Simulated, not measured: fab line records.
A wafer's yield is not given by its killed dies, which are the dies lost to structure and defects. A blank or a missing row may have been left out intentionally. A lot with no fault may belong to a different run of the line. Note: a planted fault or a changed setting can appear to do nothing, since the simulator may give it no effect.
fab line records	flow nandHarc
record lots=13	wafers=39	lastDay=33
route steps=1302 shown P_M0@273 P_M1@293 END@1302
lots that met no fault: from a run of the same line without faults
startH: hours from the record's opening day to when the first of the lot's shown wafers began	waitH: hours since the lot's step before	" repeats the value in the row above	L1.1+2: a row that stands for several wafers	- no value, or no start given	* or withheld: withheld	< > ~ a bound
route shown NAME@n: NAME is a module with steps in the file, n the number in the route of the first one	usual: the fault-free wafers' mean and standard deviation	same: alike in all rows	chamber/n: place in a boat	sites: readings site by site	_std_site: how widely they spread, as a standard deviation	_edge_site: inner sites' mean taken away from outer sites' mean	radiusMm: for every site, how far away it sits from the centre of the wafer	mask NAME#n: copy n	behind: the last tool/chamber to shape the wafer	hold: why the lot went on hold/how many hours it stayed there/how the hold came to an end	device: which transistor (n, p or np) failed to switch	end of line: tests of these same wafers at the route's end	a step given without rows: its recipe and nothing more	killed: at the first sort, the dies lost to defects and structure; wafer yield is something else	map: per-die view of a wafer (x killed, . not killed, _ where there is no die)
set.NAME: the setting the step ran with; set.NAME@STEP: the setting that earlier step ran with	model.NAME: the simulator's own value behind a step, which no gauge read
a sample of lots followed through the steps of the route, with each step as a table and each wafer as a row
services: when a tool's chamber went out of use (startH, in hours from the record's first day, below 0 if earlier), for how many hours, and the reason
## steps
# step NHARC_P_M0_PRE_CLEAN_29
# recipe timeS=30	tempC=280	gas=H2/He
# usual heaterPowerW=415/42
lot.wafer	tool	chamber	startH	waitH	heaterPowerW
L508.1	pvdSputter-03	-	-	-	408
L508.3	"	-	"	"	390
L508.4	"	-	"	"	438
L509.1	pvdSputter-01	-	-	-	366
L509.2	"	-	"	"	477
L509.6	"	-	"	"	362
L510.2	pvdSputter-03	-	-	-	440
L510.4	"	-	"	"	467
L510.6	"	-	"	"	412
L511.3	pvdSputter-02	-	-	-	404
L511.6	"	-	"	"	408
L511.5	"	-	"	"	438
L512.4	pvdSputter-01	-	-	-	377
L512.1	"	-	"	"	341
L512.5	"	-	"	"	330
L514.4	pvdSputter-03	-	-	-	356
L514.1	"	-	"	"	474
L514.5	"	-	"	"	428
L515.3	pvdSputter-02	-	-	-	415
L515.1	"	-	"	"	444
L515.5	"	-	"	"	402
L519.1	pvdSputter-03	-	-	-	368
L519.2	"	-	"	"	423
L519.6	"	-	"	"	470
L520.3	pvdSputter-02	-	-	-	398
L520.1	"	-	"	"	410
L520.5	"	-	"	"	395
L522.2	pvdSputter-02	-	-	-	433
L522.4	"	-	"	"	482
L522.1	"	-	"	"	420
L523.4	pvdSputter-01	-	-	-	328
L523.6	"	-	"	"	458
L523.5	"	-	"	"	341
L524.4	pvdSputter-02	-	-	-	433
L524.5	"	-	"	"	420
L524.6	"	-	"	"	429
L529.1	pvdSputter-02	-	-	-	387
L529.4	"	-	"	"	426
L529.3	"	-	"	"	439
# step NHARC_P_M0_INSPECT_27
# usual rawDefectCount=306/130
lot.wafer	tool	chamber	startH	waitH	rawDefectCount
L508.1	defectInspect-02	-	148.10	0.0	197
L508.3	"	-	"	"	162
L508.4	"	-	"	"	183
L509.1	defectInspect-01	-	154.66	0.0	340
L509.2	"	-	"	"	230
L509.6	"	-	"	"	287
L510.2	defectInspect-01	-	167.12	0.0	341
L510.4	"	-	"	"	245
L510.6	"	-	"	"	291
L511.3	defectInspect-01	-	178.05	0.0	425
L511.5	"	-	"	"	478
L511.6	"	-	"	"	459
L512.1	defectInspect-01	-	180.22	0.0	225
L512.4	"	-	"	"	181
L512.5	"	-	"	"	248
L514.1	defectInspect-02	-	203.50	0.0	238
L514.4	"	-	"	"	94
L514.5	"	-	"	"	215
L515.1	defectInspect-02	-	216.57	0.0	446
L515.3	"	-	"	"	409
L515.5	"	-	"	"	162
L519.1	defectInspect-01	-	253.79	0.0	157
L519.2	"	-	"	"	204
L519.6	"	-	"	"	253
L520.1	defectInspect-01	-	276.51	0.0	207
L520.3	"	-	"	"	328
L520.5	"	-	"	"	350
L522.1	defectInspect-02	-	294.20	0.0	634
L522.2	"	-	"	"	339
L522.4	"	-	"	"	631
L523.4	defectInspect-02	-	300.64	0.0	546
L523.5	"	-	"	"	665
L523.6	"	-	"	"	327
L524.4	defectInspect-02	-	301.32	0.0	305
L524.5	"	-	"	"	580
L524.6	"	-	"	"	454
L529.1	defectInspect-01	-	358.48	0.0	180
L529.3	"	-	"	"	179
L529.4	"	-	"	"	326
# step NHARC_P_M0_DEP_32
# recipe targetThkA=300	tempC=370	targetThkNm=30	pressureTorr=3	flowSccm=200	rfW=450	material=SiCN
# usual heaterPowerW=569/94
lot.wafer	tool	chamber	startH	waitH	heaterPowerW
L508.3	pecvd-02	2	148.25	0.1	679
L508.1	"	0	"	"	456
L508.4	"	2	"	"	670
L509.1	pecvd-01	1	154.81	0.1	575
L509.2	"	0	"	"	408
L509.6	"	0	"	"	409
L510.2	pecvd-01	2	167.35	0.1	584
L510.6	"	0	"	"	498
L510.4	"	1	"	"	684
L511.3	pecvd-04	0	178.19	0.1	676
L511.5	"	0	"	"	667
L511.6	"	1	"	"	510
L512.1	pecvd-01	0	180.47	0.1	457
L512.4	"	0	"	"	448
L512.5	"	1	"	"	641
L514.1	pecvd-01	1	203.65	0.1	634
L514.4	"	1	"	"	650
L514.5	"	2	"	"	593
L515.1	pecvd-02	1	216.76	0.1	500
L515.3	"	2	"	"	719
L515.5	"	0	"	"	428
L519.2	pecvd-01	2	253.98	0.1	626
L519.1	"	0	"	"	491
L519.6	"	2	"	"	632
L520.1	pecvd-01	0	276.66	0.1	448
L520.3	"	2	"	"	705
L520.5	"	2	"	"	699
L522.1	pecvd-04	0	294.39	0.1	673
L522.2	"	1	"	"	423
L522.4	"	0	"	"	687
L523.4	pecvd-01	0	300.91	0.2	462
L523.6	"	1	"	"	610
L523.5	"	2	"	"	655
L524.6	pecvd-01	2	301.59	0.2	649
L524.4	"	0	"	"	486
L524.5	"	1	"	"	693
L529.1	pecvd-01	0	358.67	0.1	480
L529.3	"	1	"	"	608
L529.4	"	2	"	"	657
# step NHARC_P_M1_PEB_07
# recipe pebTempC=100	pebTimeS=65
# usual chillPlateTempC=23.00/0.11	plateTempC=100.00/0.12
lot.wafer	tool	chamber	startH	waitH	chillPlateTempC	plateTempC
L508.1	lithoTrack-06	0	149.42	0.1	23.09	99.91
L508.3	"	0	"	"	22.98	99.91
L508.4	"	0	"	"	23.02	99.79
L509.1	lithoTrack-06	0	155.98	0.1	22.97	99.74
L509.2	"	0	"	"	23.05	99.95
L509.6	"	0	"	"	22.91	100.03
L510.2	lithoTrack-01	0	168.44	0.1	23.04	99.91
L510.4	"	0	"	"	22.93	99.87
L510.6	"	0	"	"	22.94	99.90
L511.3	lithoTrack-04	0	179.50	0.0	23.08	99.74
L511.5	"	0	"	"	23.06	99.76
L511.6	"	0	"	"	23.03	99.95
L512.1	lithoTrack-04	0	181.70	0.1	23.01	100.03
L512.4	"	0	"	"	22.93	99.99
L512.5	"	0	"	"	22.83	99.88
L514.1	lithoTrack-06	0	204.84	0.1	23.18	99.96
L514.4	"	0	"	"	22.95	99.86
L514.5	"	0	"	"	23.13	99.92
L515.1	lithoTrack-06	0	217.88	0.1	22.98	100.04
L515.3	"	0	"	"	23.01	99.95
L515.5	"	0	"	"	23.08	100.01
L519.1	lithoTrack-01	0	255.27	0.1	23.04	99.97
L519.2	"	0	"	"	22.78	99.98
L519.6	"	0	"	"	22.98	99.91
L520.1	lithoTrack-06	0	277.83	0.1	23.11	100.21
L520.3	"	0	"	"	23.11	100.05
L520.5	"	0	"	"	23.16	100.12
L522.1	lithoTrack-06	0	295.51	0.1	23.04	100.15
L522.2	"	0	"	"	22.89	100.12
L522.4	"	0	"	"	22.98	100.01
L523.4	lithoTrack-04	0	301.83	0.0	23.17	100.08
L523.5	"	0	"	"	23.12	99.88
L523.6	"	0	"	"	23.22	99.76
L524.4	lithoTrack-01	0	302.63	0.0	23.01	100.01
L524.5	"	0	"	"	22.88	99.96
L524.6	"	0	"	"	23.03	100.13
L529.1	lithoTrack-01	0	359.79	0.1	23.30	100.12
L529.3	"	0	"	"	23.25	100.20
L529.4	"	0	"	"	23.16	100.01
# step NHARC_P_M1_CD_MEAS_09
# recipe targetCdNm=130	landingEnergyEv=500
# usual cdNm=129.6/1.3
lot.wafer	tool	chamber	startH	waitH	cdNm
L508.1	cdSem-02	0	149.50	-	127.9
L508.3	"	0	"	"	128.9
L508.4	"	0	"	"	127.8
L509.1	cdSem-03	0	156.06	-	129.0
L509.2	"	0	"	"	127.3
L509.6	"	0	"	"	128.2
L510.2	cdSem-03	0	168.52	-	130.1
L510.4	"	0	"	"	131.3
L510.6	"	0	"	"	130.9
L511.3	cdSem-03	0	179.59	-	129.8
L511.5	"	0	"	"	129.8
L511.6	"	0	"	"	129.7
L512.1	cdSem-03	0	181.78	-	130.0
L512.4	"	0	"	"	130.8
L512.5	"	0	"	"	129.1
L514.1	cdSem-03	0	204.92	-	128.5
L514.4	"	0	"	"	128.9
L514.5	"	0	"	"	127.9
L515.1	cdSem-02	0	217.96	-	126.9
L515.3	"	0	"	"	128.1
L515.5	"	0	"	"	129.3
L519.1	cdSem-03	0	255.35	-	129.7
L519.2	"	0	"	"	130.9
L519.6	"	0	"	"	130.4
L520.1	cdSem-02	0	277.91	-	144.8
L520.3	"	0	"	"	144.1
L520.5	"	0	"	"	146.4
L522.1	cdSem-03	0	295.59	-	144.2
L522.2	"	0	"	"	144.1
L522.4	"	0	"	"	143.8
L523.4	cdSem-02	0	301.92	-	128.9
L523.5	"	0	"	"	128.5
L523.6	"	0	"	"	129.3
L524.4	cdSem-01	0	302.72	-	131.1
L524.5	"	0	"	"	129.6
L524.6	"	0	"	"	130.6
L529.1	cdSem-01	0	359.87	-	130.6
L529.3	"	0	"	"	131.6
L529.4	"	0	"	"	129.7
# step NHARC_END_SORT_01
# recipe tempC=25
# usual defectLimitedYield=89.9/2.9	killedAtArray=64/20	killedAtOther=0.7/1.1	killedAtPeriphery=3.6/2.7	killedDies=68/20	killedOpen=2.8/1.9	killedShort=2.3/1.5
# same grossDies=677
lot.wafer	tool	chamber	startH	waitH	defectLimitedYield[%]	killedAtArray	killedAtOther	killedAtPeriphery	killedDies	killedOpen	killedShort
L520.5	prober-02	0	733.85	3.7	87.7	83	0	0	83	2	6
# killed by level:class
L520.5 A_CHANNEL_HOLE_D1:chamberFilmFlake=39 A_CHANNEL_HOLE_D2:chamberFilmFlake=25 A_SLIT:chamberFilmFlake=7 A_ONON_D1:geometricParticle:short=2 A_CHANNEL_FILL_D2:geometricParticle:short=2 A_CONTACT:chamberFilmFlake=2 A_CHANNEL_HOLE_D1:geometricParticle:open=1 A_DECK1_JOINT:geometricParticle:short=1
## services
tool	chamber	startH	hours	kind
pecvd-01	-	130.00	13.0	pm
pecvd-01	0	130.00	13.0	ventCycle
pecvd-04	-	152.62	0.8	repair
lithoTrack-01	-	155.00	7.0	pm
pvdSputter-01	-	163.76	1.7	repair
pecvd-01	1	168.87	4.3	repair
pecvd-01	2	171.26	11.4	repair
lithoTrack-06	-	179.00	7.0	pm
pecvd-04	-	183.34	3.3	repair
pvdSputter-03	-	191.43	10.0	pm
lithoTrack-04	-	203.00	7.0	pm
pecvd-01	-	214.78	0.8	repair
pvdSputter-01	-	226.08	10.0	pm
pecvd-02	-	227.10	13.0	pm
pecvd-01	1	253.00	8.1	repair
pecvd-04	2	260.84	4.9	repair
pecvd-04	-	269.01	13.0	pm
pvdSputter-02	-	282.00	10.0	pm
pecvd-04	-	306.62	2.9	repair
pecvd-01	-	311.00	13.0	pm
lithoTrack-01	-	330.00	7.0	pm
pecvd-01	-	334.63	2.4	repair
pecvd-02	2	347.15	4.2	repair
lithoTrack-06	-	354.00	7.0	pm
## key
firstSign step=NHARC_P_M1_CD_MEAS_09	reading=cdNm	direction=up	sigmas=12	usual=129.6	struck=144.6
effect none on later readings
metAt NHARC_P_M1_PEB_07
struckLots L520,L522
notActingAt NHARC_P_M0_PRE_CLEAN_29,NHARC_P_M0_INSPECT_27,NHARC_P_M0_DEP_32
onsetBetween 217.88 277.83
fault kind=processParameterDrift	tool=lithoTrack-06	chamber=-	onsetH=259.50	steps=NHARC_P_M1_PEB_07	channel=pebTimeS	offset=*	shape=step	endH=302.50	actsIn=*	stated=*
